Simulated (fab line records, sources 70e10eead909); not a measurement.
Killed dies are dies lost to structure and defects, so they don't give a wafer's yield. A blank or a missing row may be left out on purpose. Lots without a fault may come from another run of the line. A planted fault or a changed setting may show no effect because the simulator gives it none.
fab line records | flow nand_harc
record lots=7 wafers=21 last_day=33
route steps=1302 shown P_ZERO_WELL@68 P_STI@69 END@1302
lots that met no fault: from a run of the same line without faults
start_h: hours from the record's first day to the start of the lot's first wafer shown | wait_h: hours since the lot's step before | " the same as in the row above | L1.1+2: a row that stands for several wafers | - no value, or no start given | * or withheld: withheld | < > ~ a bound
route shown NAME@n: a module of which the file shows steps, and the number in the route of the first | usual: mean/standard deviation of fault-free wafers | same: alike in all rows | chamber/n: place in a boat | sites: the reading at each site | _std_site: their standard deviation | _edge_site: outer sites' mean less inner sites' | radius_mm: how far each site lies from the wafer's centre | mask NAME#n: copy n | behind: the tool/chamber that last shaped the wafer | hold: why the lot was held/for how many hours/how that ended | device: the transistor (n, p or np) that didn't switch | end of line: the same wafers' tests at the end of the route | a step without rows: its recipe alone | killed: dies lost to structure and defects at the first sort, not the wafer's yield | map: a wafer's dies, x killed, . not, _ none there
set.NAME: the setting as run; set.NAME@STEP: as run at that earlier step | model.NAME: the simulator's own value behind a step, which no gauge read
lots at some steps of the route; a table a step, a row a wafer
services: from which hour (start_h, from the record's first day; less than 0 if before it) a tool's chamber was out of use, for how many hours, and why
## steps
# step NHARC_P_ZERO_WELL_INSPECT_43
# usual raw_defect_count=13/5.4
# columns lot.wafer tool chamber start_h wait_h raw_defect_count
L896.2 defect_inspect-01 - 27.44 0.5 7
L896.4 " - " " 12
L896.5 " - " " 23
L901.3 defect_inspect-02 - 77.88 0.4 8
L901.4 " - " " 12
L901.5 " - " " 18
L905.1 defect_inspect-01 - 117.69 0.6 5
L905.3 " - " " 12
L905.5 " - " " 9
L907.2 defect_inspect-02 - 137.63 0.5 8
L907.3 " - " " 15
L907.6 " - " " 12
L909.1 defect_inspect-02 - 157.62 0.6 28
L909.5 " - " " 21
L909.6 " - " " 22
L914.1 defect_inspect-02 - 207.69 0.6 8
L914.2 " - " " 18
L914.6 " - " " 20
L916.1 defect_inspect-02 - 230.79 0.6 9
L916.4 " - " " 5
L916.6 " - " " 10
# step NHARC_P_STI_ETCH_26
# recipe target_depth_a=110 chemistry=dHF material=SiO2
# step NHARC_P_STI_PRECLEAN_27
# recipe time_s=* temp_c=50 bath_age_min=0 chemistry=SC1
# step NHARC_P_STI_SRD_28
# step NHARC_P_STI_OXIDE_29
# recipe target_thk_a=100 temp_c=900 ox_time_s=1362 material=SiO2
# step NHARC_P_STI_HM_DEP_30
# recipe target_thk_a=800 temp_c=790 pressure_mtorr=300 time_s=873 material=Si3N4
# step NHARC_P_STI_DEHYDRATE_01
# recipe temp_c=150 time_s=120
# step NHARC_P_STI_HMDS_02
# recipe time_s=30
# step NHARC_P_STI_COAT_41
# recipe temp_c=200 time_s=65
# step NHARC_P_STI_COAT_03
# recipe spin_rpm=2000 resist_thk_nm=600
# step NHARC_P_STI_SOFTBAKE_04
# recipe temp_c=125 time_s=70
# step NHARC_P_STI_EBR_05
# step NHARC_P_STI_EXPOSE_06
# recipe na=0.55 target_cd_nm=200 dose_mj=37.69 mask_id=P_STI
# usual stage_vel_mm_s=500.01/0.23
# columns lot.wafer tool chamber start_h wait_h mask stage_vel_mm_s model.P_STI.overlay_x_nm
L896.2 krf_scanner-01 0 45.94 - P_STI#0 500.06 -2.22
L896.4 " 0 " " P_STI#0 499.96 -2.22
L896.5 " 0 " " P_STI#0 499.74 -2.22
L901.3 krf_scanner-03 0 94.39 - P_STI#0 499.85 3.885
L901.4 " 0 " " P_STI#0 499.82 3.885
L901.5 " 0 " " P_STI#0 500.16 3.885
L905.1 krf_scanner-03 0 132.95 - P_STI#0 499.95 14.42
L905.3 " 0 " " P_STI#0 499.80 14.42
L905.5 " 0 " " P_STI#0 499.68 14.42
L907.2 krf_scanner-03 0 153.45 - P_STI#0 500.02 22.18
L907.3 " 0 " " P_STI#0 499.97 22.18
L907.6 " 0 " " P_STI#0 500.27 22.18
L909.1 krf_scanner-03 0 173.28 - P_STI#0 500.31 21.38
L909.5 " 0 " " P_STI#0 499.94 21.38
L909.6 " 0 " " P_STI#0 500.10 21.38
L914.1 krf_scanner-02 0 225.62 - P_STI#0 500.29 -6.861
L914.2 " 0 " " P_STI#0 500.22 -6.861
L914.6 " 0 " " P_STI#0 500.06 -6.861
L916.1 krf_scanner-01 0 247.68 - P_STI#0 499.79 2.072
L916.4 " 0 " " P_STI#0 499.64 2.072
L916.6 " 0 " " P_STI#0 499.80 2.072
# step NHARC_P_STI_PEB_07
# recipe peb_temp_c=128 peb_time_s=80
# step NHARC_P_STI_DEVELOP_08
# recipe time_s=50 dev_temp_c=22
# step NHARC_P_STI_CD_MEAS_09
# recipe target_cd_nm=200 landing_energy_ev=500
# usual cd_nm=199.8/1.5
# columns lot.wafer tool chamber start_h wait_h cd_nm
L896.2 cd_sem-02 0 46.09 - 201.0
L896.4 " 0 " " 198.8
L896.5 " 0 " " 198.7
L901.3 cd_sem-01 0 94.53 - 199.3
L901.4 " 0 " " 197.7
L901.5 " 0 " " 196.8
L905.1 cd_sem-02 0 133.10 - 202.9
L905.3 " 0 " " 200.3
L905.5 " 0 " " 199.3
L907.2 cd_sem-01 0 153.60 - 199.6
L907.3 " 0 " " 200.4
L907.6 " 0 " " 200.2
L909.1 cd_sem-01 0 173.44 - 201.0
L909.5 " 0 " " 199.6
L909.6 " 0 " " 199.4
L914.1 cd_sem-02 0 225.77 - 201.4
L914.2 " 0 " " 198.9
L914.6 " 0 " " 201.8
L916.1 cd_sem-01 0 247.83 - 200.1
L916.4 " 0 " " 199.2
L916.6 " 0 " " 197.2
# step NHARC_P_STI_OVL_MEAS_10
# usual overlay_x_nm=-1/6.1 overlay_y_nm=2/5.4
# columns lot.wafer tool chamber start_h wait_h overlay_x_nm overlay_y_nm
L896.2 overlay-02 - 46.17 - -2 -3
L896.4 " - " " -3 -3
L896.5 " - " " -2 -3
L901.3 overlay-01 - 94.62 - 4 -7
L901.4 " - " " 4 -8
L901.5 " - " " 4 -7
L905.1 overlay-01 - 133.19 - 15 5
L905.3 " - " " 15 5
L905.5 " - " " 14 5
L907.2 overlay-01 - 153.68 - 23 6
L907.3 " - " " 22 6
L907.6 " - " " 22 5
L909.1 overlay-01 - 173.52 - 21 0
L909.5 " - " " 21 0
L909.6 " - " " 22 0
L914.1 overlay-01 - 225.86 - -7 5
L914.2 " - " " -7 5
L914.6 " - " " -7 4
L916.1 overlay-02 - 247.92 - 2 -7
L916.4 " - " " 2 -6
L916.6 " - " " 2 -8
# step NHARC_P_STI_INSPECT_11
# usual raw_defect_count=6/3.3
# columns lot.wafer tool chamber start_h wait_h raw_defect_count
L896.2 defect_inspect-02 - 46.21 0.0 15
L896.4 " - " " 12
L896.5 " - " " 11
L901.3 defect_inspect-01 - 94.65 0.0 10
L901.4 " - " " 17
L901.5 " - " " 7
L905.1 defect_inspect-02 - 133.23 0.0 8
L905.3 " - " " 5
L905.5 " - " " 3
L907.2 defect_inspect-02 - 153.72 0.0 4
L907.3 " - " " 1
L907.6 " - " " 4
L909.1 defect_inspect-01 - 173.56 0.0 4
L909.5 " - " " 7
L909.6 " - " " 8
L914.1 defect_inspect-01 - 225.90 0.0 1
L914.2 " - " " 3
L914.6 " - " " 1
L916.1 defect_inspect-02 - 247.96 0.0 7
L916.4 " - " " 7
L916.6 " - " " 3
# step NHARC_END_SORT_01
# recipe temp_c=25
# usual killed_at_array=52/20 killed_at_other=1.0/1.3 killed_at_periphery=3.7/2.2 killed_dies=57/20 killed_open=3.2/1.6 killed_short=2.4/1.6
# same gross_dies=677
# columns lot.wafer tool chamber start_h wait_h killed_at_array killed_at_other killed_at_periphery killed_dies killed_open killed_short
L914.1 prober-02 0 747.33 2.4 43 2 3 48 3 4
L914.2 prober-02 0 748.12 2.7 51 3 2 56 2 3
L914.6 prober-02 0 751.26 3.9 44 0 1 45 4 3
# killed by level:class
L914.1 A_CHANNEL_HOLE_D2:chamber_film_flake=16 A_CHANNEL_HOLE_D1:chamber_film_flake=7 A_SLIT:chamber_film_flake=5 A_CONTACT:chamber_film_flake=4 A_M1:chamber_film_flake=3 A_ONON_D1:geometric_particle:short=2 THIN_TSV:chamber_film_flake=2 P_GATE:geometric_particle:short=1
L914.2 A_CHANNEL_HOLE_D2:chamber_film_flake=24 A_CHANNEL_HOLE_D1:chamber_film_flake=10 A_SLIT:chamber_film_flake=6 A_CONTACT:chamber_film_flake=5 THIN_TSV:chamber_film_flake=3 A_CHANNEL_FILL_D1:chamber_film_flake=2 P_GATE:geometric_particle:short=1 A_CHANNEL_HOLE_D1:geometric_particle:short=1
L914.6 A_CHANNEL_HOLE_D2:chamber_film_flake=18 A_CHANNEL_HOLE_D1:chamber_film_flake=7 A_CHANNEL_FILL_D1:chamber_film_flake=4 A_CONTACT:chamber_film_flake=4 A_ONON_D1:geometric_particle:open=2 A_STAIRCASE:chamber_film_flake=2 P_M0:geometric_particle:short=1 A_ONON_D1:geometric_particle:short=1
## services
# columns tool chamber start_h hours kind
krf_scanner-02 0 32.91 - calibration
krf_scanner-03 0 38.30 - calibration
krf_scanner-03 - 52.00 4.0 pm
krf_scanner-01 0 54.63 - calibration
krf_scanner-02 - 94.00 4.0 pm
krf_scanner-01 - 140.04 4.0 pm
krf_scanner-02 0 203.43 - calibration
krf_scanner-03 - 214.60 0.7 repair
krf_scanner-03 0 217.74 - calibration
krf_scanner-01 0 218.04 - calibration
krf_scanner-03 - 224.00 4.0 pm
krf_scanner-01 - 228.85 0.2 repair
## key
first_sign step=NHARC_P_STI_OVL_MEAS_10 reading=overlay_x_nm direction=up sigmas=3.3 usual=-1 struck=19
effect none on later readings
model_effect step=NHARC_P_STI_EXPOSE_06 value=P_STI.overlay_x_nm without=-0.8916 struck=19.32
met_at NHARC_P_STI_EXPOSE_06
struck_wafers L905.1,L905.3,L905.5,L907.2,L907.3,L907.6,L909.1,L909.5,L909.6
tester_left_out L905,L907,L909
onset_between 94.39 132.95
fault kind=scanner_matching_overlay tool=krf_scanner-03 chamber=- onset_h=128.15 steps=NHARC_P_STI_EXPOSE_06 offset=20.215
# tester_left_out: of these lots the tester's yield and bins aren't shown, on N5 and GAA mostly nor the transistor test; their killed dies are dies lost to structure and defects alone, not to doping, threshold or leakage, so they don't give the yield
